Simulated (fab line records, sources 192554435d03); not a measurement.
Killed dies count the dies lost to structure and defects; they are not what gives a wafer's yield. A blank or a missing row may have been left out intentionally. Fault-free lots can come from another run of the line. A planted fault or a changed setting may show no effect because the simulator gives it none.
Split-lot trial + flow n5Finfet + 7 lots, 39 wafers read, on a route of 1938 steps

ABOUT THE SPLIT
At N5_DUMMY_GATE_ETCH_42 (etches SiO2 in CHF3/O2, target depth 3.5 nm, time 31 s), the setting biasW was moved away from the recipe's 12 W on 12 of the 39 wafers read, by +7.3% to +18.4%. The other wafers ran this setting at the recipe's value.

Reading taken at the split's own step.

THE READING
rfVppV, in V, at N5_DUMMY_GATE_ETCH_42 (etches SiO2 in CHF3/O2, target depth 3.5 nm, time 31 s). A value of 42.5 V with a standard deviation of 0.96 V is what fault-free wafers of this fab line usually give.

| wafer  | tool, chamber at the split | biasW as run, W | against the recipe | rfVppV, V | against lot-mates on the recipe |
|--------|----------------------------|-----------------|--------------------|-----------|---------------------------------|
| L075.1 | rieDiel-02, 1              | 13.2            | +10.0%             | 45.3      | +4.0                            |
| L075.2 | rieDiel-02, 3              | 13.2            | +10.0%             | 45.1      | +3.8                            |
| L075.3 | rieDiel-02, 2              | 12              | recipe             | 40.6      | -                               |
| L075.4 | rieDiel-02, 0              | 13.2            | +10.0%             | 43.9      | +2.6                            |
| L075.5 | rieDiel-02, 0              | 12              | recipe             | 41.3      | -                               |
| L075.6 | rieDiel-02, 1              | 12              | recipe             | 41.9      | -                               |
| L079.1 | rieDiel-04, 0              | 12              | recipe             | 43.5      | -                               |
| L079.2 | rieDiel-04, 2              | 12              | recipe             | 43.4      | -                               |
| L079.3 | rieDiel-04, 1              | 12              | recipe             | 42.5      | -                               |
| L079.4 | rieDiel-04, 0              | 14.02           | +16.8%             | 49.3      | +6.2                            |
| L079.5 | rieDiel-04, 2              | 14.02           | +16.8%             | 48.3      | +5.2                            |
| L079.6 | rieDiel-04, 1              | 14.02           | +16.8%             | 48.8      | +5.7                            |
| L082.1 | rieDiel-05, 2              | 12              | recipe             | 41.1      | -                               |
| L082.2 | rieDiel-05, 1              | 12              | recipe             | 42.0      | -                               |
| L082.3 | rieDiel-05, 0              | 12              | recipe             | 42.1      | -                               |
| L082.4 | rieDiel-05, 1              | 12              | recipe             | 41.8      | -                               |
| L082.5 | rieDiel-05, 2              | 12              | recipe             | 43.1      | -                               |
| L082.6 | rieDiel-05, 0              | 12              | recipe             | 42.8      | -                               |
| L088.1 | rieDiel-04, 2              | 12              | recipe             | 43.2      | -                               |
| L088.2 | rieDiel-04, 0              | 12              | recipe             | 42.2      | -                               |
| L088.3 | rieDiel-04, 3              | 12.87           | +7.3%              | 44.6      | +1.8                            |
| L088.4 | rieDiel-04, 2              | 12.87           | +7.3%              | 44.6      | +1.8                            |
| L088.5 | rieDiel-04, 0              | 12.87           | +7.3%              | 44.2      | +1.4                            |
| L088.6 | rieDiel-04, 3              | 12              | recipe             | 43.0      | -                               |
| L089.1 | rieDiel-04, 2              | 14.21           | +18.4%             | 48.4      | +7.0                            |
| L089.2 | rieDiel-04, 0              | 12              | recipe             | 40.3      | -                               |
| L089.3 | rieDiel-04, 3              | 14.21           | +18.4%             | 48.8      | +7.4                            |
| L089.4 | rieDiel-04, 2              | 12              | recipe             | 43.1      | -                               |
| L089.5 | rieDiel-04, 3              | 14.21           | +18.4%             | 47.7      | +6.3                            |
| L089.6 | rieDiel-04, 0              | 12              | recipe             | 40.8      | -                               |
| L090.3 | rieDiel-02, 1              | 12              | recipe             | 41.9      | -                               |
| L090.4 | rieDiel-02, 3              | 12              | recipe             | 42.7      | -                               |
| L090.6 | rieDiel-02, 0              | 12              | recipe             | 42.9      | -                               |
| L091.1 | rieDiel-05, 1              | 12              | recipe             | 41.5      | -                               |
| L091.2 | rieDiel-05, 3              | 12              | recipe             | 43.3      | -                               |
| L091.3 | rieDiel-05, 0              | 12              | recipe             | 43.1      | -                               |
| L091.4 | rieDiel-05, 2              | 12              | recipe             | 42.9      | -                               |
| L091.5 | rieDiel-05, 2              | 12              | recipe             | 43.4      | -                               |
| L091.6 | rieDiel-05, 1              | 12              | recipe             | 41.6      | -                               |

THE FIT
A straight line over all 39 wafers: rfVppV changes by +0.34 V for each +1% of biasW; r = +0.93; the points scatter about the line by 0.9 V.
The same after taking each lot's own level away (the mean of its wafers on the recipe; 39 wafers): +0.352 V for each +1%; r = +0.96; scatter 0.71 V.
The reading moves by 6.5 V for the largest change in biasW, on that fit.
Across the lots, their own levels run from 41.27 to 43.13 V, a range of 1.9 times the standard deviation given above.
Hence the lot-to-lot level has little effect on the slope; both slopes agree.
Check: with one of the wafers moved furthest among these (+18.4%) left out of the fit, the line predicts +6.32 V for it against its lot-mates. It came out at +7 V against them.
Tool readings at the split's step, against how far the setting was moved: rfVppV r = +0.93.

ADDITIONAL SPLITS CARRIED BY THESE WAFERS
Note: prior to the reading, these wafers also went through further splits. Each is held against what the fit with the lots' levels taken away leaves over:
| other split on the same wafers | wafers away from the commonest value | r with rfVppV (lot level and that fit taken away) |
|--------------------------------|--------------------------------------|---------------------------------------------------|
| N5_WELL_APT_EPI_41 targetThkA  | 15                                   | +0.08                                             |
| N5_DUMMY_GATE_EXPOSE_12 doseMj | 15                                   | +0.04                                             |
| N5_DUMMY_GATE_ETCH_37 sourceW  | 12                                   | +0.14                                             |

THE FILE'S OWN FIT
rfVppV changes by +0.348 V for each +1% of biasW, r = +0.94.
